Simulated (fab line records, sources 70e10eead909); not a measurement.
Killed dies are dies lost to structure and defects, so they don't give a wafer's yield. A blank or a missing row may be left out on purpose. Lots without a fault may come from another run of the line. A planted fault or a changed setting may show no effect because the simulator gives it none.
fab line records | flow nand_harc | part 1 of 2: steps 1 to 26 of 32
record lots=5 wafers=15 last_day=33
route steps=1302 shown A_SGD_CUT@912 A_SLIT@922
lots that met no fault: from a run of the same line without faults
start_h: hours from the record's first day to the start of the lot's first wafer shown | wait_h: hours since the lot's step before | " the same as in the row above | L1.1+2: a row that stands for several wafers | - no value, or no start given | * or withheld: withheld | < > ~ a bound
route shown NAME@n: a module of which the file shows steps, and the number in the route of the first | usual: mean/standard deviation of fault-free wafers | same: alike in all rows | chamber/n: place in a boat | sites: the reading at each site | _std_site: their standard deviation | _edge_site: outer sites' mean less inner sites' | radius_mm: how far each site lies from the wafer's centre | mask NAME#n: copy n | behind: the tool/chamber that last shaped the wafer | hold: why the lot was held/for how many hours/how that ended | device: the transistor (n, p or np) that didn't switch | end of line: the same wafers' tests at the end of the route | a step without rows: its recipe alone | killed: dies lost to structure and defects at the first sort, not the wafer's yield | map: a wafer's dies, x killed, . not, _ none there
set.NAME: the setting as run; set.NAME@STEP: as run at that earlier step | model.NAME: the simulator's own value behind a step, which no gauge read
lots at some steps of the route; a table a step, a row a wafer
services: from which hour (start_h, from the record's first day; less than 0 if before it) a tool's chamber was out of use, for how many hours, and why
## steps
# step NHARC_A_SGD_CUT_SRD_19
# columns lot.wafer tool chamber start_h wait_h
L083.4+5+3 wet_bench-03 5,6,7 - -
L087.2+3+4 wet_bench-03 7,0,4 - -
L091.3+6+1 wet_bench-03 0,2,3 - -
L095.5+3+1 wet_bench-03 6,7,1 - -
L096.1+5+3 wet_bench-04 6,7,0 - -
# step NHARC_A_SGD_CUT_DEP_20
# recipe target_thk_a=1500 temp_c=65 material=SiO2
# columns lot.wafer tool chamber start_h wait_h
L083.3+4+5 fcvd-02 1,0,0 534.91 -
L087.2+3+4 fcvd-02 0,1,0 581.99 -
L091.1+3+6 fcvd-01 1,1,0 602.10 -
L095.1+3+5 fcvd-01 1,0,1 653.57 -
L096.1+3+5 fcvd-02 1,1,0 666.55 -
# step NHARC_A_SGD_CUT_ANNEAL_27
# recipe temp_c=450 time_s=1800
# usual spike_tc_upper_C=449.9/1.3 zone_power_lower_pct=5.16/0.29
# columns lot.wafer tool chamber start_h wait_h spike_tc_upper_C zone_power_lower_pct
L083.3 furnace-02 0 537.99 3.1 451.1 5.51
L083.4 " 0 " " 449.5 5.53
L083.5 " 0 " " 452.0 5.46
L087.2 furnace-03 0 587.44 5.4 452.0 4.69
L087.3 " 0 " " 450.2 4.75
L087.4 " 0 " " 451.1 4.77
L091.1 furnace-02 0 605.45 3.3 450.6 5.48
L091.3 " 0 " " 450.7 5.44
L091.6 " 0 " " 450.0 5.51
L095.1 furnace-01 0 658.79 5.2 446.9 5.10
L095.3 " 0 " " 447.8 5.22
L095.5 " 0 " " 449.1 5.12
L096.1 furnace-01 0 670.12 3.5 447.4 5.27
L096.3 " 0 " " 449.1 5.12
L096.5 " 0 " " 448.5 5.16
# step NHARC_A_SGD_CUT_CMP_21
# recipe target_thk_nm=148.19
# usual motor_current_A=10.9/0.83 time_to_endpoint_s=50.1/2.5
# columns lot.wafer tool chamber start_h wait_h motor_current_A time_to_endpoint_s
L083.3 cmp-03 3 539.49 0.4 10.5 49.2
L083.4 " 0 " " 10.0 55.5
L083.5 " 3 " " 10.8 51.1
L087.2 cmp-04 2 588.92 0.4 10.0 46.9
L087.3 " 3 " " 12.1 51.1
L087.4 " 0 " " 9.6 52.0
L091.1 cmp-03 0 606.93 0.4 9.5 50.6
L091.3 " 1 " " 11.7 47.6
L091.6 " 3 " " 10.4 46.4
L095.1 cmp-03 3 660.25 0.4 10.3 48.6
L095.3 " 1 " " 11.6 49.3
L095.5 " 3 " " 12.0 49.4
L096.3 cmp-04 0 671.62 0.4 9.6 58.2
L096.1 " 1 " " 11.9 49.4
L096.5 " 2 " " 10.5 49.6
# step NHARC_A_SGD_CUT_THK_MEAS_22
# recipe thk_meas_gauge=ellipsometry
# usual thk_nm=147.9/1.3
# columns lot.wafer tool chamber start_h wait_h thk_nm
L083.3 film_metro-02 - 539.72 0.2 147.4
L083.4 " - " " 149.1
L083.5 " - " " 148.7
L087.2 film_metro-02 - 589.15 0.2 148.5
L087.3 " - " " 148.8
L087.4 " - " " 148.9
L091.1 film_metro-01 - 607.13 0.2 148.7
L091.3 " - " " 147.5
L091.6 " - " " 149.2
L095.1 film_metro-01 - 660.51 0.2 148.2
L095.3 " - " " 150.1
L095.5 " - " " 146.3
L096.1 film_metro-02 - 671.82 0.2 147.2
L096.3 " - " " 148.3
L096.5 " - " " 148.2
# step NHARC_A_SGD_CUT_SRD_23
# columns lot.wafer tool chamber start_h wait_h
L083.5+4+3 wet_bench-03 3,4,0 539.76 0.0
L087.4+2+3 wet_bench-04 5,6,0 589.19 0.0
L091.6+1+3 wet_bench-05 7,0,1 607.18 0.0
L095.5+1+3 wet_bench-05 1,2,4 660.55 0.0
L096.5+1+3 wet_bench-03 6,7,1 671.87 0.0
# step NHARC_A_SGD_CUT_ETCH_26
# recipe target_depth_a=458 chemistry=dHF material=SiO2
# columns lot.wafer tool chamber start_h wait_h
L083.5+4+3 wet_bench-03 3,4,0 539.78 0.0
L087.4+2+3 wet_bench-04 5,6,0 589.21 0.0
L091.6+1+3 wet_bench-05 7,0,1 607.21 0.0
L095.5+1+3 wet_bench-05 1,2,4 660.58 0.0
L096.5+1+3 wet_bench-03 6,7,1 671.90 0.0
# step NHARC_A_SGD_CUT_ETCHBACK_24
# recipe target_depth_a=500 over_etch_frac=0.3 time_s=92.857 ion_energy_ev=120 ch3f_flow_sccm=50 o2_flow_sccm=30 ar_flow_sccm=200 rf_w=500 bias_w=100 chemistry=CH3F/O2
# usual drypump_motor_current_A=5.4/0.44 o2_flow_sccm=30.01/0.091 oes_product_au=0.95/0.035 rf_vpp_V=243.8/1.5 showerhead_plenum_p_Torr=2.41/0.079 throttle_valve_pct=20.663/0.0089
# columns lot.wafer tool chamber start_h wait_h drypump_motor_current_A o2_flow_sccm oes_product_au rf_hours_counter_h rf_vpp_V showerhead_plenum_p_Torr throttle_valve_pct
L083.3 rie_diel-05 0 539.97 0.2 5.3 29.99 0.97 13 245.7 2.56 20.654
L083.4 " 1 " " 5.5 29.91 0.99 12 243.4 2.34 20.657
L083.5 " 2 " " 6.3 30.01 0.99 - 241.5 2.31 20.666
L087.3 rie_diel-07 0 589.39 0.2 5.8 30.03 0.92 7 244.0 2.46 20.659
L087.4 " 1 " " 4.7 30.03 0.92 7 240.8 2.29 20.675
L087.2 " 2 " " 5.4 30.04 0.93 7 244.0 2.48 20.670
L091.1 rie_diel-05 0 607.36 0.1 5.3 29.99 0.99 1 245.7 2.56 20.666
L091.3 " 1 " " 5.5 30.07 0.92 1 241.7 2.34 20.679
L091.6 " 0 " " 5.3 29.99 0.99 - 246.5 2.56 20.668
L095.1 rie_diel-11 3 660.74 0.2 4.9 30.14 0.94 1 245.0 2.48 20.658
L095.3 " 0 " " 5.0 29.96 0.93 2 242.7 2.39 20.666
L095.5 " 2 " " 5.7 29.98 0.93 - 243.2 2.43 20.663
L096.1 rie_diel-05 3 672.07 0.2 5.2 30.20 0.92 8 243.3 2.44 20.656
L096.3 " 0 " " 5.3 30.00 0.92 8 245.8 2.56 20.663
L096.5 " 2 " " 6.3 30.10 0.92 - 243.0 2.31 20.664
# step NHARC_A_SGD_CUT_STRIP_28
# recipe time_s=20 o2_flow_sccm=500 ar_flow_sccm=0 bias_w=0 chemistry=O2
# usual drypump_motor_current_A=5.5/0.43 o2_flow_sccm=500.1/1.5 oes_product_au=0.999/0.01 rf_vpp_V=57.6/0.91 showerhead_plenum_p_Torr=3.46/0.11 throttle_valve_pct=17.036/0.0093
# columns lot.wafer tool chamber start_h wait_h drypump_motor_current_A o2_flow_sccm oes_product_au rf_hours_counter_h rf_vpp_V showerhead_plenum_p_Torr throttle_valve_pct
L083.3 rie_diel-05 1 - - 5.5 498.6 1.014 12 57.2 3.36 17.032
L083.4 " 0 " " 5.3 500.1 0.988 13 57.8 3.67 17.046
L083.5 " 1 " " 5.5 499.5 1.002 - 57.6 3.36 17.021
L087.2 rie_diel-07 2 - - 5.4 500.1 1.010 7 58.4 3.56 17.026
L087.4 " 0 " " 5.8 502.3 0.997 7 58.6 3.53 17.019
L087.3 " 1 " " 4.7 500.7 1.012 7 56.8 3.30 17.039
L091.3 rie_diel-05 3 - - 5.2 497.5 0.989 1 58.1 3.51 17.041
L091.1 " 0 " " 5.3 499.4 0.990 1 57.3 3.67 17.059
L091.6 " 2 " " 6.3 500.8 1.011 - 57.7 3.32 17.043
L095.1 rie_diel-11 3 - - 5.0 499.2 1.013 1 58.8 3.56 17.042
L095.3 " 1 " " 5.4 502.5 1.008 2 57.6 3.55 17.048
L095.5 " 3 " " 5.0 498.5 1.015 - 58.0 3.56 17.038
L096.1 rie_diel-05 2 - - 6.2 500.9 0.991 8 57.1 3.32 17.038
L096.3 " 0 " " 5.3 502.5 1.000 8 58.1 3.66 17.030
L096.5 " 2 " " 6.3 498.6 0.989 - 55.6 3.32 17.040
# step NHARC_A_SGD_CUT_INSPECT_25
# usual raw_defect_count=366/85
# columns lot.wafer tool chamber start_h wait_h raw_defect_count
L083.3 defect_inspect-02 - 540.18 - 401
L083.4 " - " " 499
L083.5 " - " " 393
L087.2 defect_inspect-02 - 589.61 - 358
L087.3 " - " " 305
L087.4 " - " " 270
L091.1 defect_inspect-02 - 607.60 - 402
L091.3 " - " " 242
L091.6 " - " " 336
L095.1 defect_inspect-01 - 660.97 - 298
L095.3 " - " " 350
L095.5 " - " " 286
L096.1 defect_inspect-02 - 672.30 - 301
L096.3 " - " " 268
L096.5 " - " " 306
# step NHARC_A_SLIT_DEP_25
# recipe target_thk_a=2000 temp_c=400 pressure_torr=6.5 rf_w=900 teos_flow_sccm=161.4 flow_sccm=2650 target_thk_nm=200 gas=O2 material=SiO2
# usual heater_power_w=550/100 throttle_valve_pct=15.7/0.57
# columns lot.wafer tool chamber start_h wait_h heater_power_w throttle_valve_pct
L083.3 pecvd-01 2 540.29 0.1 540 15.9
L083.4 " 1 " " 586 15.2
L083.5 " 2 " " 555 15.7
L087.3 pecvd-04 1 589.72 0.1 808 16.1
L087.2 " 2 " " 325 16.0
L087.4 " 1 " " 825 16.2
L091.1 pecvd-01 2 607.67 0.1 565 15.8
L091.3 " 1 " " 554 15.2
L091.6 " 0 " " 534 16.0
L095.3 pecvd-01 1 661.04 0.1 535 15.4
L095.1 " 2 " " 626 15.9
L095.5 " 2 " " 613 15.8
L096.1 pecvd-01 1 672.37 0.1 583 15.0
L096.3 " 0 " " 578 16.2
L096.5 " 2 " " 612 16.2
# step NHARC_A_SLIT_DEP_00
# recipe target_thk_a=62000 temp_c=400 material=aC
# usual throttle_valve_pct=34.999/0.0089
# columns lot.wafer tool chamber start_h wait_h throttle_valve_pct
L083.3 acl_dep-02 0 542.55 - 34.983
L083.4 " 0 " " 35.004
L083.5 " 0 " " 34.989
L087.2 acl_dep-01 0 590.65 - 34.991
L087.3 " 0 " " 34.994
L087.4 " 0 " " 35.003
L091.1 acl_dep-02 0 609.23 - 35.001
L091.3 " 0 610.49 - 35.010
L091.6 " 0 612.38 - 34.999
L095.1 acl_dep-02 0 663.86 - 34.995
L095.3 " 0 665.12 - 35.002
L095.5 " 0 666.39 - 35.002
L096.1 acl_dep-02 0 674.75 - 34.999
L096.3 " 0 676.02 - 35.002
L096.5 " 0 677.30 - 34.992
# step NHARC_A_SLIT_DEP_23
# recipe target_thk_a=1000 target_thk_nm=100 temp_c=400 pressure_torr=3.5 flow_sccm=200 rf_w=350 material=SiON
# usual heater_power_w=732/110
# columns lot.wafer tool chamber start_h wait_h heater_power_w
L083.3 pecvd-01 2 545.12 1.9 772
L083.5 " 1 " " 724
L083.4 " 2 " " 761
L087.2 pecvd-01 1 593.82 2.5 715
L087.3 " 0 " " 735
L087.4 " 2 " " 731
L091.1 pecvd-04 2 613.04 3.2 586
L091.3 " 1 " " 892
L091.6 " 0 " " 634
L095.1 pecvd-04 1 667.67 3.2 1040
L095.3 " 0 " " 666
L095.5 " 1 " " 1017
L096.3 pecvd-04 1 678.59 1.9 901
L096.1 " 0 " " 626
L096.5 " 0 " " 652
# step NHARC_A_SLIT_DEHYDRATE_01
# recipe temp_c=150 time_s=120
# columns lot.wafer tool chamber start_h wait_h
L083.3+4+5 litho_track-01 0 545.34 0.2
L087.2+3+4 litho_track-01 0 594.10 0.2
L091.1+3+6 litho_track-01 0 613.31 0.2
L095.1+3+5 litho_track-06 0 667.94 0.2
L096.1+3+5 litho_track-01 0 678.86 0.2
# step NHARC_A_SLIT_HMDS_02
# recipe time_s=30
# columns lot.wafer tool chamber start_h wait_h
L083.3+4+5 litho_track-01 0 - -
L087.2+3+4 litho_track-01 0 - -
L091.1+3+6 litho_track-01 0 - -
L095.1+3+5 litho_track-06 0 - -
L096.1+3+5 litho_track-01 0 - -
# step NHARC_A_SLIT_COAT_03
# recipe spin_rpm=1500 resist_thk_nm=90
# columns lot.wafer tool chamber start_h wait_h
L083.3+4+5 litho_track-01 0 - -
L087.2+3+4 litho_track-01 0 - -
L091.1+3+6 litho_track-01 0 - -
L095.1+3+5 litho_track-06 0 - -
L096.1+3+5 litho_track-01 0 - -
# step NHARC_A_SLIT_SOFTBAKE_04
# recipe temp_c=105 time_s=55
# columns lot.wafer tool chamber start_h wait_h
L083.3+4+5 litho_track-01 0 - -
L087.2+3+4 litho_track-01 0 - -
L091.1+3+6 litho_track-01 0 - -
L095.1+3+5 litho_track-06 0 - -
L096.1+3+5 litho_track-01 0 - -
# step NHARC_A_SLIT_EBR_05
# columns lot.wafer tool chamber start_h wait_h
L083.3+4+5 litho_track-01 0 - -
L087.2+3+4 litho_track-01 0 - -
L091.1+3+6 litho_track-01 0 - -
L095.1+3+5 litho_track-06 0 - -
L096.1+3+5 litho_track-01 0 - -
# step NHARC_A_SLIT_EXPOSE_06
# recipe na=1.35 dose_mj=60.82 mask_id=SLIT
# columns lot.wafer tool chamber start_h wait_h mask
L083.3+4+5 arfi_scanner-02 0 545.61 - SLIT#0
L087.2+3+4 arfi_scanner-03 0 594.37 - SLIT#0
L091.1+3+6 arfi_scanner-01 0 613.57 - SLIT#0
L095.1+3+5 arfi_scanner-01 0 668.21 - SLIT#0
L096.1+3+5 arfi_scanner-01 0 679.00 - SLIT#0
# step NHARC_A_SLIT_PEB_07
# recipe peb_temp_c=100 peb_time_s=65
# columns lot.wafer tool chamber start_h wait_h
L083.3+4+5 litho_track-06 0 545.67 0.0
L087.2+3+4 litho_track-06 0 594.42 0.1
L091.1+3+6 litho_track-04 0 613.63 0.1
L095.1+3+5 litho_track-04 0 668.27 0.1
L096.1+3+5 litho_track-06 0 679.06 0.1
# step NHARC_A_SLIT_DEVELOP_08
# recipe develop_time_s=35 dev_temp_c=23
# columns lot.wafer tool chamber start_h wait_h
L083.3+4+5 litho_track-06 0 - -
L087.2+3+4 litho_track-06 0 - -
L091.1+3+6 litho_track-04 0 - -
L095.1+3+5 litho_track-04 0 - -
L096.1+3+5 litho_track-06 0 - -
# step NHARC_A_SLIT_CD_MEAS_09
# recipe target_cd_nm=300 landing_energy_ev=500
# usual cd_nm=299.7/0.6
# columns lot.wafer tool chamber start_h wait_h cd_nm
L083.3 cd_sem-02 0 545.75 - 299.9
L083.4 " 0 " " 300.3
L083.5 " 0 " " 299.4
L087.2 cd_sem-01 0 594.51 - 299.8
L087.3 " 0 " " 299.2
L087.4 " 0 " " 300.4
L091.1 cd_sem-01 0 613.71 - 299.3
L091.3 " 0 " " 299.2
L091.6 " 0 " " 299.5
L095.1 cd_sem-03 0 668.35 - 299.4
L095.3 " 0 " " 299.1
L095.5 " 0 " " 299.8
L096.1 cd_sem-02 0 679.14 - 300.2
L096.3 " 0 " " 299.9
L096.5 " 0 " " 300.2
# step NHARC_A_SLIT_OVL_MEAS_10
# usual overlay_x_nm=-0.2/0.96 overlay_y_nm=0.3/0.91
# columns lot.wafer tool chamber start_h wait_h overlay_x_nm overlay_y_nm
L083.3 overlay-01 - 545.83 - 0.2 0.4
L083.4 " - " " 0.2 0.0
L083.5 " - " " 0.4 0.2
L087.2 overlay-01 - 594.59 - -1.2 2.1
L087.3 " - " " -1.1 2.1
L087.4 " - " " -0.7 2.5
L091.1 overlay-02 - 613.80 - -2.3 0.7
L091.3 " - " " -2.2 0.1
L091.6 " - " " -2.2 1.0
L095.1 overlay-01 - 668.44 - -1.3 -1.0
L095.3 " - " " -0.6 -0.5
L095.5 " - " " -1.4 -0.6
L096.1 overlay-01 - 679.23 - 0.7 2.1
L096.3 " - " " 0.9 2.1
L096.5 " - " " 0.7 1.8
# step NHARC_A_SLIT_INSPECT_11
# usual raw_defect_count=50/24
# columns lot.wafer tool chamber start_h wait_h raw_defect_count
L083.3 defect_inspect-02 - 545.87 0.0 56
L083.4 " - " " 60
L083.5 " - " " 66
L087.2 defect_inspect-01 - 594.63 0.0 33
L087.3 " - " " 44
L087.4 " - " " 47
L091.1 defect_inspect-02 - 613.85 0.1 24
L091.3 " - " " 15
L091.6 " - " " 17
L095.1 defect_inspect-01 - 668.47 0.0 14
L095.3 " - " " 14
L095.5 " - " " 15
L096.1 defect_inspect-01 - 679.26 0.0 35
L096.3 " - " " 32
L096.5 " - " " 49
# step NHARC_A_SLIT_DESCUM_14
# recipe time_s=3 o2_flow_sccm=200 ar_flow_sccm=0 bias_power_w=0 chemistry=O2
# usual drypump_motor_current_A=5.8/0.41 o2_flow_sccm=200.0/0.57 oes_product_au=0.998/0.009 rf_vpp_V=57.7/0.83 showerhead_plenum_p_Torr=1.90/0.086 throttle_valve_pct=11.312/0.0084
# columns lot.wafer tool chamber start_h wait_h drypump_motor_current_A o2_flow_sccm oes_product_au rf_hours_counter_h rf_vpp_V showerhead_plenum_p_Torr throttle_valve_pct
L083.3 rie_diel-10 2 545.95 0.1 6.1 199.4 1.004 3.9 58.2 1.96 11.320
L083.4 " 3 " " 5.4 199.7 0.997 5.0 57.1 1.97 11.319
L083.5 " 1 " " 5.6 199.8 0.989 - 57.5 1.82 11.305
L087.2 rie_diel-10 1 594.69 0.1 5.6 199.4 0.984 7.4 57.5 1.82 11.306
L087.4 " 2 " " 6.1 200.7 0.994 4.8 58.8 1.96 11.306
L087.3 " 0 " " 6.0 200.5 0.992 7.7 58.1 1.79 11.304
L091.1 rie_diel-06 3 613.91 0.1 5.3 199.7 0.996 7.4 57.3 1.78 11.314
L091.3 " 1 " " 6.3 200.5 0.995 7.5 56.0 1.79 11.317
L091.6 " 0 " " 5.7 200.8 1.009 - 58.4 1.89 11.326
L095.3 rie_diel-10 1 668.55 0.1 5.6 200.2 0.986 3.7 57.4 1.81 11.313
L095.1 " 3 " " 5.4 200.1 0.998 3.6 58.3 1.97 11.304
L095.5 " 0 " " 6.0 200.7 0.989 - 56.4 1.79 11.311
L096.3 rie_diel-10 3 679.34 0.1 5.4 199.9 1.000 4.7 58.7 1.97 11.326
L096.1 " 0 " " 5.9 199.4 0.994 5.0 56.6 1.79 11.322
L096.5 " 1 " " 5.6 199.4 1.001 - 57.8 1.81 11.315
# step NHARC_A_SLIT_ETCH_24
# recipe target_depth_a=1210 time_s=60.5 cf4_flow_sccm=100 chf3_flow_sccm=30 ar_flow_sccm=0 rf_w=500 bias_w=200 chemistry=CF4/CHF3
# usual drypump_motor_current_A=5.7/0.41 oes_product_au=0.961/0.018 rf_vpp_V=370.2/2.3 showerhead_plenum_p_Torr=1.56/0.065 throttle_valve_pct=16.804/0.01
# columns lot.wafer tool chamber start_h wait_h drypump_motor_current_A oes_product_au rf_hours_counter_h rf_vpp_V showerhead_plenum_p_Torr throttle_valve_pct
L083.3 rie_diel-10 2 546.01 0.1 6.1 0.977 3.9 371.4 1.61 16.821
L083.4 " 1 " " 5.7 0.957 4.9 369.0 1.50 16.808
L083.5 " 2 " " 6.1 0.979 - 371.4 1.61 16.803
L087.2 rie_diel-10 2 594.77 0.1 6.1 0.968 4.8 372.0 1.61 16.814
L087.3 " 0 " " 6.0 0.989 7.7 367.0 1.48 16.812
L087.4 " 1 " " 5.6 0.952 7.4 369.1 1.50 16.820
L091.1 rie_diel-06 0 614.00 0.1 5.7 0.975 7.4 371.6 1.55 16.801
L091.3 " 1 " " 6.3 0.977 7.5 367.5 1.48 16.811
L091.6 " 0 " " 5.7 0.970 - 370.2 1.55 16.809
L095.1 rie_diel-10 3 668.64 0.1 5.4 0.959 3.7 372.1 1.62 16.799
L095.3 " 0 " " 5.9 0.960 3.9 366.5 1.48 16.827
L095.5 " 3 " " 5.4 0.952 - 372.2 1.62 16.796
L096.3 rie_diel-10 2 679.41 0.1 6.1 0.935 3.1 371.6 1.61 16.806
L096.1 " 0 " " 5.9 0.919 5.0 366.9 1.48 16.805
L096.5 " 3 " " 5.4 0.927 - 373.0 1.62 16.798
